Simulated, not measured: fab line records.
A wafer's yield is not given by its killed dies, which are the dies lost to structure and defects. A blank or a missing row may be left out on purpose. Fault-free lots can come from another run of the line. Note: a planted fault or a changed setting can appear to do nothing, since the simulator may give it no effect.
fab line records	flow n5Finfet	part 1 of 2: steps 1 to 18 of 26
record: lots: 5	wafers: 15	lastDay: 17
route steps=1938 shown BEOL_M4@1035
lots that met no fault: from a run of the same line without faults
startH: hours from the record's opening day to when the first of the lot's shown wafers began	waitH: time in hours since the lot's previous step	" identical to the entry in the row above	L1.1+2: a row that stands for several wafers	- no value, or no start given	* or withheld: withheld	< > ~ a bound
route shown NAME@n: NAME is a module with steps in the file, n the number in the route of the first one	usual: the fault-free wafers' mean and standard deviation	same: alike in all rows	chamber/n: place in a boat	sites: readings site by site	_std_site: their standard deviation	_edge_site: outer sites' mean less inner sites'	radiusMm: for every site, how far away it sits from the centre of the wafer	mask NAME#n: copy n	behind: the last tool/chamber to shape the wafer	hold: reason for holding the lot/hours on hold/outcome of the hold	device: the transistor (n, p or np) that didn't switch	end of line: the same wafers' tests at the end of the route	a step without rows: its recipe alone	killed: dies that structure and defects cost at the first sort, which is not the same as the wafer's yield	map: a wafer's dies, x killed, . not, _ none there
set.NAME: setting as actually run; set.NAME@STEP: the setting as run at that earlier step	model.NAME: the simulator's own value behind a step, which no gauge read
lots at some steps of the route; a table a step, a row a wafer
services: the hour from which a tool's chamber was out of use, counted from the record's first day as startH (under 0 if before that day), plus the number of hours and why
== steps ==
step: N5_BEOL_M4_OVL_MEAS_12
recipe: pointsPerWafer: 522
usual: M4_OVL: 0.2/0.64
lot.wafer	tool	chamber	startH	waitH	M4_OVL[nm]
L080.1	overlay-02	0	198.24	0.0	0.2
L080.3	"	0	"	"	0.8
L080.6	"	0	"	"	0.6
L087.2	overlay-02	0	244.55	0.0	0.6
L087.3	"	0	"	"	1.0
L087.5	"	0	"	"	1.9
L088.2	overlay-02	0	250.84	0.0	-0.1
L088.3	"	0	"	"	0.5
L088.6	"	0	"	"	0.7
L090.1	overlay-02	0	252.71	0.0	-0.5
L090.4	"	0	"	"	0.8
L090.5	"	0	"	"	0.3
L096.1	overlay-02	0	292.41	0.0	0.0
L096.4	"	0	"	"	0.0
L096.6	"	0	"	"	0.2
step: N5_BEOL_M4_INSPECT_13
recipe: mode: adi	inspectInstrument: brightfield
usual: rawDefectCount: 436/86
lot.wafer	tool	chamber	startH	waitH	rawDefectCount
L080.1	defectInspect-02	-	198.30	0.1	397
L080.3	"	-	"	"	510
L080.6	"	-	"	"	370
L087.2	defectInspect-01	-	244.60	0.0	357
L087.3	"	-	"	"	348
L087.5	"	-	"	"	378
L088.2	defectInspect-01	-	250.89	0.0	466
L088.3	"	-	"	"	534
L088.6	"	-	"	"	543
L090.1	defectInspect-02	-	252.77	0.1	431
L090.4	"	-	"	"	419
L090.5	"	-	"	"	423
L096.1	defectInspect-02	-	292.47	0.1	560
L096.4	"	-	"	"	383
L096.6	"	-	"	"	468
step: N5_BEOL_M4_DESCUM_16
recipe: chemistry: O2	timeS: 7	sourcePowerW: 50	biasPowerW: 20	pressureMtorr: 20	rfFrequencyHz: 2.712e+07	tempC: 40	resist: CAR-EUV	o2FlowSccm: 225
usual: biasPowerW: 20.00/0.055	drypumpMotorCurrentA: 5.6/0.42	o2FlowSccm: 225.0/0.69	oesProductAu: 0.80/0.09	rfVppV: 242.9/1.1	showerheadPlenumPTorr: 2.06/0.052	throttleValvePct: 20.27/0.25
lot.wafer	tool	chamber	startH	waitH	biasPowerW	drypumpMotorCurrentA	o2FlowSccm	oesProductAu	rfHoursCounterH	rfVppV	showerheadPlenumPTorr	throttleValvePct
L080.1	rieDiel-03	2	198.34	0.0	20.03	5.6	224.3	0.91	36	242.9	2.11	19.80
L080.3	"	0	"	"	19.99	6.4	224.5	0.71	192	243.1	2.07	20.49
L080.6	"	0	"	"	19.98	6.4	225.6	0.71	-	242.5	2.06	20.47
L087.2	rieDiel-03	0	244.64	0.0	19.91	6.4	224.9	0.70	208	242.4	2.06	20.52
L087.3	"	2	"	"	20.05	5.6	226.2	0.87	51	243.7	2.11	19.84
L087.5	"	2	"	"	20.06	5.6	225.9	0.88	-	242.4	2.11	19.85
L088.2	rieDiel-03	0	251.11	0.2	19.91	6.4	224.0	0.69	212	243.9	2.06	20.49
L088.3	"	1	"	"	19.96	5.1	224.9	0.84	37	242.7	2.13	20.29
L088.6	"	0	"	"	20.00	6.3	224.7	0.69	-	242.4	2.06	20.51
L090.1	rieDiel-01	2	252.81	0.0	19.94	5.9	225.3	0.88	33	242.9	2.05	20.16
L090.4	"	1	"	"	19.88	5.7	224.4	0.82	85	243.1	2.10	19.88
L090.5	"	3	"	"	20.01	5.3	224.4	0.68	-	242.7	2.17	20.51
L096.1	rieDiel-03	0	292.50	0.0	20.04	6.4	223.7	0.69	228	242.5	2.05	20.51
L096.4	"	1	"	"	19.94	5.1	225.7	0.83	51	243.7	2.12	20.33
L096.6	"	1	"	"	19.98	5.1	225.6	0.83	-	244.1	2.12	20.33
step: N5_BEOL_M4_ETCH_74
recipe: chemistry: N2/H2	target: underlayer	targetDepthA: 65	maskMaterial: CAR-EUV	timeS: 5.2	ionEnergyEv: 200	pressureMtorr: 30	sourceW: 840	biasW: 150	n2FlowSccm: 200	h2FlowSccm: 200	ends: cleared
usual: drypumpMotorCurrentA: 5.6/0.42	etchRfOnTimeS: 5.17/0.13	oesProductAu: 0.69/0.077	rfVppV: 523.1/2.2	showerheadPlenumPTorr: 2.51/0.059	throttleValvePct: 17.71/0.27
lot.wafer	tool	chamber	startH	waitH	drypumpMotorCurrentA	etchRfOnTimeS	oesProductAu	rfHoursCounterH	rfVppV	showerheadPlenumPTorr	throttleValvePct
L080.1	rieDiel-03	2	198.38	0.0	5.7	5.07	0.77	36	523.0	2.59	17.34
L080.3	"	0	"	"	6.4	5.33	0.60	192	524.7	2.51	17.87
L080.6	"	0	"	"	6.4	5.32	0.60	-	521.9	2.51	17.85
L087.2	rieDiel-03	0	244.67	0.0	6.3	5.31	0.59	208	522.7	2.51	17.91
L087.3	"	2	"	"	5.6	5.14	0.75	51	523.6	2.58	17.36
L087.5	"	2	"	"	5.7	5.17	0.74	-	523.2	2.58	17.35
L088.2	rieDiel-03	0	251.14	0.0	6.4	5.29	0.59	212	523.4	2.50	17.93
L088.3	"	1	"	"	5.1	5.04	0.74	37	525.2	2.57	17.72
L088.6	"	0	"	"	6.4	5.32	0.60	-	523.5	2.51	17.91
L090.1	rieDiel-01	2	252.84	0.0	5.9	5.22	0.75	33	521.4	2.50	17.67
L090.4	"	1	"	"	5.7	5.06	0.70	85	523.3	2.56	17.30
L090.5	"	3	"	"	5.3	5.16	0.59	-	527.7	2.61	17.84
L096.1	rieDiel-03	0	292.54	0.0	6.4	5.27	0.59	228	522.5	2.50	17.94
L096.4	"	1	"	"	5.1	5.11	0.72	51	524.9	2.57	17.76
L096.6	"	1	"	"	5.1	5.03	0.72	-	525.5	2.57	17.75
step: N5_BEOL_M4_ETCH_63
recipe: chemistry: CF4	target: SiARC	targetDepthA: 156	maskMaterial: CAR-EUV	timeS: 26	ionEnergyEv: 80	pressureMtorr: 40	sourceW: 545	biasW: 36	Ar_flow_sccm: 100	cf4FlowSccm: 100	ends: cleared
usual: drypumpMotorCurrentA: 5.6/0.42	etchRfOnTimeS: 25.7/0.59	oesProductAu: 0.69/0.076	rfVppV: 183.8/1	showerheadPlenumPTorr: 2.12/0.049	throttleValvePct: 15.51/0.27
lot.wafer	tool	chamber	startH	waitH	drypumpMotorCurrentA	etchRfOnTimeS	oesProductAu	rfHoursCounterH	rfVppV	showerheadPlenumPTorr	throttleValvePct
L080.1	rieDiel-03	2	198.39	0.0	5.6	25.6	0.76	36	185.2	2.17	15.05
L080.3	"	0	"	"	6.4	26.0	0.61	192	184.8	2.14	15.85
L080.6	"	0	"	"	6.4	26.0	0.61	-	184.9	2.14	15.85
L087.2	rieDiel-03	0	244.69	0.0	6.3	26.0	0.60	208	183.2	2.13	15.90
L087.3	"	2	"	"	5.6	25.5	0.75	51	183.4	2.16	15.10
L087.5	"	2	"	"	5.6	25.7	0.75	-	182.7	2.16	15.09
L088.2	rieDiel-03	0	251.16	0.0	6.4	26.1	0.60	212	182.9	2.13	15.89
L088.3	"	1	"	"	5.1	25.0	0.75	37	184.8	2.16	15.40
L088.6	"	0	"	"	6.4	26.3	0.60	-	183.7	2.13	15.90
L090.1	rieDiel-01	2	252.86	0.0	5.9	26.2	0.74	33	183.9	2.11	15.41
L090.4	"	1	"	"	5.8	25.2	0.70	85	184.2	2.17	15.17
L090.5	"	3	"	"	5.3	26.1	0.59	-	185.8	2.21	15.73
L096.1	rieDiel-03	0	292.55	0.0	6.4	26.0	0.59	228	183.0	2.12	15.90
L096.4	"	1	"	"	5.1	24.9	0.73	51	185.1	2.16	15.41
L096.6	"	1	"	"	5.1	25.0	0.73	-	185.4	2.16	15.43
step: N5_BEOL_M4_ETCH_64
recipe: chemistry: N2/H2	target: SOC	targetDepthA: 750	overetchA: 225	maskMaterial: SiARC	tempC: 40	timeS: 121.9	ionEnergyEv: 200	pressureMtorr: 30	sourceW: 840	biasW: 150	n2FlowSccm: 200	h2FlowSccm: 200
usual: drypumpMotorCurrentA: 5.6/0.42	oesProductAu: 0.61/0.064	rfVppV: 523.1/1.8	showerheadPlenumPTorr: 2.51/0.059	throttleValvePct: 17.66/0.27
lot.wafer	tool	chamber	startH	waitH	drypumpMotorCurrentA	oesProductAu	rfHoursCounterH	rfVppV	showerheadPlenumPTorr	throttleValvePct
L080.1	rieDiel-03	2	198.42	0.0	5.7	0.66	36	524.6	2.59	17.29
L080.3	"	0	"	"	6.4	0.54	192	523.4	2.51	17.83
L080.6	"	0	"	"	6.4	0.54	-	524.6	2.51	17.85
L087.2	rieDiel-03	0	244.71	0.0	6.4	0.54	208	523.1	2.51	17.87
L087.3	"	2	"	"	5.6	0.66	51	525.3	2.58	17.33
L087.5	"	2	"	"	5.7	0.65	-	525.7	2.58	17.31
L088.2	rieDiel-03	0	251.19	0.0	6.4	0.54	212	523.9	2.50	17.88
L088.3	"	1	"	"	5.1	0.65	37	525.5	2.57	17.69
L088.6	"	0	"	"	6.4	0.53	-	523.0	2.51	17.87
L090.1	rieDiel-01	2	252.89	0.0	5.9	0.67	33	522.7	2.50	17.62
L090.4	"	1	"	"	5.7	0.61	85	523.9	2.56	17.24
L090.5	"	3	"	"	5.3	0.52	-	524.6	2.61	17.81
L096.1	rieDiel-03	0	292.58	0.0	6.3	0.53	228	522.3	2.50	17.88
L096.4	"	1	"	"	5.1	0.63	51	524.9	2.57	17.71
L096.6	"	1	"	"	5.1	0.64	-	523.8	2.57	17.71
step: N5_BEOL_M4_STRIP_65
recipe: chemistry: N2/H2	tempC: 40	n2FlowSccm: 200	h2FlowSccm: 200	rfFrequencyHz: 6e+07
lot.wafer	tool	chamber	startH	waitH
L080.1+3+6	rieDiel-03	2,0,0	198.53	0.1
L087.2+3+5	rieDiel-03	0,2,2	244.83	0.1
L088.2+3+6	rieDiel-03	0,1,0	251.30	0.1
L090.1+4+5	rieDiel-01	2,1,3	253.00	0.1
L096.1+4+6	rieDiel-03	0,1,1	292.70	0.1
step: N5_BEOL_M4_STRIP_75
recipe: chemistry: N2/H2	tempC: 40	n2FlowSccm: 200	h2FlowSccm: 200	rfFrequencyHz: 6e+07
lot.wafer	tool	chamber	startH	waitH
L080.1+3+6	rieDiel-03	2,0,0	198.54	0.0
L087.2+3+5	rieDiel-03	0,2,2	244.84	0.0
L088.2+3+6	rieDiel-03	0,1,0	251.31	0.0
L090.1+4+5	rieDiel-01	2,1,3	253.01	0.0
L096.1+4+6	rieDiel-03	0,1,1	292.71	0.0
step: N5_BEOL_M4_STRIP_66
recipe: chemistry: CF4	resist: SiARC	powerW: 300	biasPowerW: 75	pressureMtorr: 50	cf4FlowSccm: 150	rfFrequencyHz: 6e+07
usual: biasPowerW: 74.99/0.24	drypumpMotorCurrentA: 5.6/0.42	oesProductAu: 0.79/0.083	rfVppV: 270.7/1.4	showerheadPlenumPTorr: 1.77/0.038	throttleValvePct: 13.49/0.29
lot.wafer	tool	chamber	startH	waitH	biasPowerW	drypumpMotorCurrentA	oesProductAu	rfHoursCounterH	rfVppV	showerheadPlenumPTorr	throttleValvePct
L080.1	rieDiel-03	2	198.55	0.0	74.74	5.7	0.88	36	272.6	1.82	13.07
L080.3	"	0	"	"	75.23	6.3	0.71	192	269.5	1.79	13.84
L080.6	"	0	"	"	75.05	6.4	0.70	-	270.5	1.79	13.86
L087.2	rieDiel-03	0	244.85	0.0	74.88	6.4	0.70	208	271.9	1.79	13.89
L087.3	"	2	"	"	75.05	5.6	0.85	51	272.8	1.82	13.11
L087.5	"	2	"	"	74.88	5.6	0.85	-	272.6	1.82	13.11
L088.2	rieDiel-03	0	251.32	0.0	74.91	6.3	0.70	212	271.0	1.79	13.88
L088.3	"	1	"	"	75.19	5.1	0.84	37	270.7	1.80	13.31
L088.6	"	0	"	"	75.04	6.4	0.69	-	271.5	1.79	13.89
L090.1	rieDiel-01	2	253.02	0.0	74.41	5.9	0.87	33	271.2	1.76	13.31
L090.4	"	1	"	"	75.32	5.8	0.80	86	271.0	1.81	13.12
L090.5	"	3	"	"	74.96	5.3	0.68	-	272.5	1.84	13.69
L096.1	rieDiel-03	0	292.72	0.0	74.63	6.4	0.69	228	269.2	1.78	13.91
L096.4	"	1	"	"	74.77	5.1	0.82	51	270.9	1.80	13.33
L096.6	"	1	"	"	75.05	5.1	0.83	-	273.3	1.80	13.34
step: N5_BEOL_M4_HM_OPEN_17
recipe: chemistry: Cl2/BCl3	targetDepthA: 200	overetchA: 60	target: TiN	maskMaterial: SOC	ionEnergyEv: 150	pressureMtorr: 10	icpW: 1000	biasW: 126	Cl2_flow_sccm: 53.25	bcl3FlowSccm: 21.75	Ar_flow_sccm: 25
usual: drypumpMotorCurrentA: 5.8/0.42	mfcCl2Sccm: 53.25/0.16	oesProductAu: 0.67/0.093	throttleValvePct: 21.8/0.31
lot.wafer	tool	chamber	startH	waitH	drypumpMotorCurrentA	mfcCl2Sccm	oesProductAu	rfHoursCounterH	throttleValvePct
L080.1	rieMetal-03	0	198.59	0.0	6.2	53.43	0.51	135	22.2
L080.3	"	0	"	"	6.2	53.48	0.51	-	22.2
L080.6	"	0	"	"	6.2	53.24	0.52	-	22.2
L087.2	rieMetal-01	1	244.89	0.0	5.3	53.12	0.66	44	22.0
L087.3	"	0	"	"	5.8	53.47	0.71	-	21.5
L087.5	"	0	"	"	5.8	53.13	0.71	-	21.5
L088.2	rieMetal-03	1	251.36	0.0	6.2	53.37	0.77	5	22.0
L088.3	"	1	"	"	6.2	53.58	0.77	-	22.0
L088.6	"	0	"	"	6.2	53.30	0.84	-	21.7
L090.1	rieMetal-01	1	253.06	0.0	5.3	53.70	0.65	45	22.0
L090.4	"	1	"	"	5.3	53.59	0.66	-	22.0
L090.5	"	1	"	"	5.3	53.18	0.65	-	22.0
L096.1	rieMetal-02	0	292.76	0.0	5.9	53.30	0.70	26	21.5
L096.4	"	0	"	"	5.9	53.18	0.70	-	21.5
L096.6	"	0	"	"	6.0	53.12	0.70	-	21.5
step: N5_BEOL_M4_STRIP_19
recipe: chemistry: O2	powerW: 400	tempC: 40	pressureMtorr: 30	rfFrequencyHz: 6e+07	biasPowerW: 0	overashFraction: 0.2	o2FlowSccm: 225
usual: drypumpMotorCurrentA: 5.6/0.36	o2FlowSccm: 224.9/0.67	oesProductAu: 0.80/0.093	rfVppV: 3.7/0.45	showerheadPlenumPTorr: 2.07/0.055	throttleValvePct: 16.55/0.28
same: biasPowerW: 0
lot.wafer	tool	chamber	startH	waitH	drypumpMotorCurrentA	o2FlowSccm	oesProductAu	rfHoursCounterH	rfVppV	showerheadPlenumPTorr	throttleValvePct
L080.1	rieDiel-03	1	198.79	0.2	5.1	224.1	0.89	18	3.1	2.14	16.49
L080.3	"	3	"	"	5.4	225.1	0.67	239	3.3	2.07	17.17
L080.6	"	3	"	"	5.4	226.4	0.68	-	3.4	2.07	17.19
L087.2	rieDiel-01	2	245.00	0.1	5.9	225.7	0.90	30	3.4	2.05	16.41
L087.3	"	3	"	"	5.3	224.4	0.69	207	4.7	2.17	16.79
L087.5	"	0	"	"	5.7	224.8	0.70	-	3.5	1.98	16.74
L088.2	rieDiel-01	3	251.57	0.2	5.3	224.0	0.68	209	3.5	2.17	16.80
L088.3	"	2	"	"	5.9	225.9	0.89	33	2.8	2.05	16.42
L088.6	"	1	"	"	5.7	224.7	0.82	-	4.0	2.10	16.11
L090.1	rieDiel-04	2	253.17	0.1	5.5	224.5	0.81	88	2.6	2.04	16.46
L090.4	"	2	"	"	5.5	224.3	0.81	-	3.2	2.04	16.45
L090.5	"	1	"	"	5.4	223.6	0.86	-	3.5	2.04	16.62
L096.1	rieDiel-04	2	293.10	0.3	5.5	225.4	0.79	104	3.9	2.03	16.49
L096.4	"	1	"	"	5.4	224.9	0.83	74	2.9	2.04	16.65
L096.6	"	1	"	"	5.4	225.1	0.82	-	4.1	2.04	16.65
step: N5_BEOL_M4_CD_MEAS_18
recipe: pitchNm: 36	targetCdNm: 18
usual: cdNm: 18.1/0.34
lot.wafer	tool	chamber	startH	waitH	cdNm
L080.1	cdSem-02	-	198.86	0.0	18.2
L080.3	"	-	"	"	18.7
L080.6	"	-	"	"	18.8
L087.2	cdSem-03	-	245.07	0.1	17.7
L087.3	"	-	"	"	17.5
L087.5	"	-	"	"	17.8
L088.2	cdSem-03	-	251.64	0.1	17.9
L088.3	"	-	"	"	18.5
L088.6	"	-	"	"	18.5
L090.1	cdSem-01	-	253.24	0.0	18.4
L090.4	"	-	"	"	17.7
L090.5	"	-	"	"	17.8
L096.1	cdSem-02	-	293.17	0.0	18.7
L096.4	"	-	"	"	18.7
L096.6	"	-	"	"	18.6
step: N5_BEOL_M4_COAT_67
recipe: resist: SOC	tempC: 250	timeS: 60	spinRpm: 1500	resistThkNm: 60
usual: plateTempC: 249.97/0.17	spinSpeedRpm: 1500.2/0.87
lot.wafer	tool	chamber	startH	waitH	plateTempC	spinSpeedRpm
L080.1	lithoTrack-01	0	198.90	0.0	250.00	1500.4
L080.3	"	0	"	"	250.09	1498.7
L080.6	"	0	"	"	250.28	1500.4
L087.2	lithoTrack-01	0	245.11	0.0	249.97	1499.8
L087.3	"	0	"	"	250.11	1498.9
L087.5	"	0	"	"	250.09	1500.2
L088.2	lithoTrack-01	0	251.67	0.0	249.90	1498.6
L088.3	"	0	"	"	249.92	1500.2
L088.6	"	0	"	"	249.76	1499.4
L090.1	lithoTrack-01	0	253.28	0.0	250.17	1500.7
L090.4	"	0	"	"	250.19	1500.7
L090.5	"	0	"	"	250.26	1499.4
L096.1	lithoTrack-01	0	293.21	0.0	249.64	1499.9
L096.4	"	0	"	"	250.08	1499.3
L096.6	"	0	"	"	249.87	1500.2
step: N5_BEOL_M4_COAT_68
recipe: resist: SiARC	tempC: 220	timeS: 60	spinRpm: 1500	resistThkNm: 12
usual: plateTempC: 220.02/0.16	spinSpeedRpm: 1500.3/1.1
lot.wafer	tool	chamber	startH	waitH	plateTempC	spinSpeedRpm
L080.1	lithoTrack-01	0	-	-	220.22	1500.4
L080.3	"	0	"	"	220.13	1501.2
L080.6	"	0	"	"	220.19	1499.3
L087.2	lithoTrack-01	0	-	-	219.94	1499.2
L087.3	"	0	"	"	220.21	1499.3
L087.5	"	0	"	"	219.83	1500.8
L088.2	lithoTrack-01	0	-	-	219.82	1501.8
L088.3	"	0	"	"	220.02	1500.1
L088.6	"	0	"	"	219.89	1499.9
L090.1	lithoTrack-01	0	-	-	220.16	1500.2
L090.4	"	0	"	"	220.13	1499.5
L090.5	"	0	"	"	220.08	1499.3
L096.1	lithoTrack-01	0	-	-	219.85	1500.8
L096.4	"	0	"	"	219.89	1500.7
L096.6	"	0	"	"	220.00	1501.6
step: N5_BEOL_M4_COAT_76
recipe: resist: underlayer	tempC: 205	timeS: 60	spinRpm: 1500	resistThkNm: 5
usual: plateTempC: 204.99/0.15	spinSpeedRpm: 1500.0/0.86
lot.wafer	tool	chamber	startH	waitH	plateTempC	spinSpeedRpm
L080.1	lithoTrack-01	0	-	-	205.30	1500.0
L080.3	"	0	"	"	205.06	1500.1
L080.6	"	0	"	"	205.23	1501.0
L087.2	lithoTrack-01	0	-	-	205.15	1501.1
L087.3	"	0	"	"	204.98	1500.6
L087.5	"	0	"	"	205.14	1499.1
L088.2	lithoTrack-01	0	-	-	204.90	1500.2
L088.3	"	0	"	"	204.90	1499.8
L088.6	"	0	"	"	205.06	1500.7
L090.1	lithoTrack-01	0	-	-	205.05	1499.3
L090.4	"	0	"	"	204.97	1500.2
L090.5	"	0	"	"	205.21	1499.0
L096.1	lithoTrack-01	0	-	-	204.82	1499.6
L096.4	"	0	"	"	204.74	1498.7
L096.6	"	0	"	"	204.95	1500.3
step: N5_BEOL_M4_COAT_22
recipe: resist: CAR-EUV	spinRpm: 1500	resistThkNm: 30
usual: spinSpeedRpm: 1500.1/0.99
lot.wafer	tool	chamber	startH	waitH	spinSpeedRpm
L080.1	lithoTrack-01	0	-	-	1500.0
L080.3	"	0	"	"	1499.7
L080.6	"	0	"	"	1497.8
L087.2	lithoTrack-01	0	-	-	1500.9
L087.3	"	0	"	"	1500.9
L087.5	"	0	"	"	1499.6
L088.2	lithoTrack-01	0	-	-	1500.5
L088.3	"	0	"	"	1501.1
L088.6	"	0	"	"	1500.1
L090.1	lithoTrack-01	0	-	-	1500.1
L090.4	"	0	"	"	1499.1
L090.5	"	0	"	"	1499.4
L096.1	lithoTrack-01	0	-	-	1498.6
L096.4	"	0	"	"	1499.6
L096.6	"	0	"	"	1498.3
step: N5_BEOL_M4_EBR_24
recipe: solvent: PGMEA	ebrWidthMm: 1.5
lot.wafer	tool	chamber	startH	waitH
L080.1+3+6	lithoTrack-01	0	-	-
L087.2+3+5	lithoTrack-01	0	-	-
L088.2+3+6	lithoTrack-01	0	-	-
L090.1+4+5	lithoTrack-01	0	-	-
L096.1+4+6	lithoTrack-01	0	-	-
step: N5_BEOL_M4_SOFTBAKE_23
recipe: tempC: 110	timeS: 60	resist: CAR-EUV
usual: plateTempC: 110.01/0.15
lot.wafer	tool	chamber	startH	waitH	plateTempC
L080.1	lithoTrack-01	0	-	-	110.07
L080.3	"	0	"	"	109.91
L080.6	"	0	"	"	110.08
L087.2	lithoTrack-01	0	-	-	109.97
L087.3	"	0	"	"	110.04
L087.5	"	0	"	"	109.93
L088.2	lithoTrack-01	0	-	-	109.93
L088.3	"	0	"	"	109.91
L088.6	"	0	"	"	109.81
L090.1	lithoTrack-01	0	-	-	110.08
L090.4	"	0	"	"	109.93
L090.5	"	0	"	"	109.88
L096.1	lithoTrack-01	0	-	-	110.24
L096.4	"	0	"	"	109.90
L096.6	"	0	"	"	110.09
